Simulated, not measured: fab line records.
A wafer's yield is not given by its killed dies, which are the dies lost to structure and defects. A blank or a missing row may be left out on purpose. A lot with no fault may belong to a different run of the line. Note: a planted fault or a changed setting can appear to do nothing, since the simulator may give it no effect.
Matching of chambers / flow n5Finfet / rieSi-03 running N5_SD_EPI_N_SD_RECESS_17: 4 sister chambers
The step chemistry HBr/Cl2/O2, target depth 41 nm, time 23.7 s, bt time 3 s. 22 wafers are shown with their chamber, then 11 later ones without.

EACH WAFER AND ITS CHAMBER
wafer=L074.2; chamber=1; throttleValvePct (%)=37.2; drypumpMotorCurrentA (A)=5.9; oesProductAu (a.u.)=0.994
wafer=L074.3; chamber=3; throttleValvePct (%)=36.8; drypumpMotorCurrentA (A)=5.2; oesProductAu (a.u.)=0.986
wafer=L074.5; chamber=1; throttleValvePct (%)=37.2; drypumpMotorCurrentA (A)=6.0; oesProductAu (a.u.)=0.998
wafer=L075.1; chamber=2; throttleValvePct (%)=37.1; drypumpMotorCurrentA (A)=5.8; oesProductAu (a.u.)=1.009
wafer=L075.3; chamber=0; throttleValvePct (%)=37.6; drypumpMotorCurrentA (A)=5.3; oesProductAu (a.u.)=0.993
wafer=L075.5; chamber=3; throttleValvePct (%)=36.8; drypumpMotorCurrentA (A)=5.2; oesProductAu (a.u.)=0.979
wafer=L076.1; chamber=1; throttleValvePct (%)=37.2; drypumpMotorCurrentA (A)=6.0; oesProductAu (a.u.)=0.995
wafer=L076.3; chamber=0; throttleValvePct (%)=37.6; drypumpMotorCurrentA (A)=5.3; oesProductAu (a.u.)=0.990
wafer=L076.5; chamber=2; throttleValvePct (%)=37.1; drypumpMotorCurrentA (A)=5.7; oesProductAu (a.u.)=1.006
wafer=L077.1; chamber=1; throttleValvePct (%)=37.3; drypumpMotorCurrentA (A)=6.0; oesProductAu (a.u.)=0.995
wafer=L077.3; chamber=0; throttleValvePct (%)=37.6; drypumpMotorCurrentA (A)=5.3; oesProductAu (a.u.)=0.999
wafer=L077.6; chamber=2; throttleValvePct (%)=37.0; drypumpMotorCurrentA (A)=5.8; oesProductAu (a.u.)=1.011
wafer=L078.1; chamber=3; throttleValvePct (%)=36.8; drypumpMotorCurrentA (A)=5.2; oesProductAu (a.u.)=0.986
wafer=L078.3; chamber=2; throttleValvePct (%)=37.1; drypumpMotorCurrentA (A)=5.7; oesProductAu (a.u.)=1.010
wafer=L078.6; chamber=0; throttleValvePct (%)=37.6; drypumpMotorCurrentA (A)=5.3; oesProductAu (a.u.)=1.000
wafer=L079.1; chamber=0; throttleValvePct (%)=37.6; drypumpMotorCurrentA (A)=5.3; oesProductAu (a.u.)=0.995
wafer=L079.3; chamber=1; throttleValvePct (%)=37.3; drypumpMotorCurrentA (A)=6.0; oesProductAu (a.u.)=0.996
wafer=L079.6; chamber=3; throttleValvePct (%)=36.8; drypumpMotorCurrentA (A)=5.2; oesProductAu (a.u.)=0.988
wafer=L082.1; chamber=1; throttleValvePct (%)=37.3; drypumpMotorCurrentA (A)=6.0; oesProductAu (a.u.)=0.995
wafer=L082.2; chamber=3; throttleValvePct (%)=36.8; drypumpMotorCurrentA (A)=5.3; oesProductAu (a.u.)=0.991
wafer=L082.3; chamber=0; throttleValvePct (%)=37.6; drypumpMotorCurrentA (A)=5.3; oesProductAu (a.u.)=0.999
wafer=L087.1; chamber=3; throttleValvePct (%)=36.8; drypumpMotorCurrentA (A)=5.3; oesProductAu (a.u.)=0.985

SIGNATURES (averages over the wafers above)
reading=throttleValvePct; chamber 0=37.600; chamber 1=37.250; chamber 2=37.075; chamber 3=36.800; scatter within a chamber=0.0354
reading=drypumpMotorCurrentA; chamber 0=5.300; chamber 1=5.983; chamber 2=5.750; chamber 3=5.233; scatter within a chamber=0.0419
reading=oesProductAu; chamber 0=0.99600; chamber 1=0.99550; chamber 2=1.00900; chamber 3=0.98583; scatter within a chamber=0.00318
Rule: for each reading, subtract the chamber's mean from the wafer's reading, divide by that reading's scatter and square the result; add these up over the readings and take the root, which gives the wafer's distance from the chamber. If the next closest chamber is less than 2 further off than the closest, the wafer can't be placed; otherwise it belongs to the closest. The scatter: the root of (the sum of the squares of (reading less its chamber's mean) over the shown wafers, divided by (wafers less chambers)).

WAFERS WITHOUT THEIR CHAMBER
wafer=L087.3; throttleValvePct (%)=37.3; drypumpMotorCurrentA (A)=6.0; oesProductAu (a.u.)=0.989
wafer=L087.6; throttleValvePct (%)=37.1; drypumpMotorCurrentA (A)=5.8; oesProductAu (a.u.)=1.015
wafer=L089.4; throttleValvePct (%)=36.8; drypumpMotorCurrentA (A)=5.2; oesProductAu (a.u.)=0.978
wafer=L089.5; throttleValvePct (%)=37.3; drypumpMotorCurrentA (A)=6.0; oesProductAu (a.u.)=0.992
wafer=L089.6; throttleValvePct (%)=37.1; drypumpMotorCurrentA (A)=5.8; oesProductAu (a.u.)=1.002
wafer=L092.2; throttleValvePct (%)=37.6; drypumpMotorCurrentA (A)=5.3; oesProductAu (a.u.)=0.993
wafer=L092.5; throttleValvePct (%)=37.1; drypumpMotorCurrentA (A)=5.7; oesProductAu (a.u.)=1.011
wafer=L092.6; throttleValvePct (%)=37.3; drypumpMotorCurrentA (A)=6.0; oesProductAu (a.u.)=0.989
wafer=L094.1; throttleValvePct (%)=37.6; drypumpMotorCurrentA (A)=5.3; oesProductAu (a.u.)=0.996
wafer=L094.4; throttleValvePct (%)=37.0; drypumpMotorCurrentA (A)=5.8; oesProductAu (a.u.)=1.002
wafer=L094.6; throttleValvePct (%)=36.8; drypumpMotorCurrentA (A)=5.2; oesProductAu (a.u.)=0.996

THE CHAMBER EACH PASSED THROUGH
wafer=L087.3; from the rows above=1; in truth=1
wafer=L087.6; from the rows above=2; in truth=2
wafer=L089.4; from the rows above=3; in truth=3
wafer=L089.5; from the rows above=1; in truth=1
wafer=L089.6; from the rows above=2; in truth=2
wafer=L092.2; from the rows above=0; in truth=0
wafer=L092.5; from the rows above=2; in truth=2
wafer=L092.6; from the rows above=1; in truth=1
wafer=L094.1; from the rows above=0; in truth=0
wafer=L094.4; from the rows above=2; in truth=2
wafer=L094.6; from the rows above=3; in truth=3
Placed correctly: 11 of 11. Number that these rows cannot place: 0. Wrongly placed: 0.
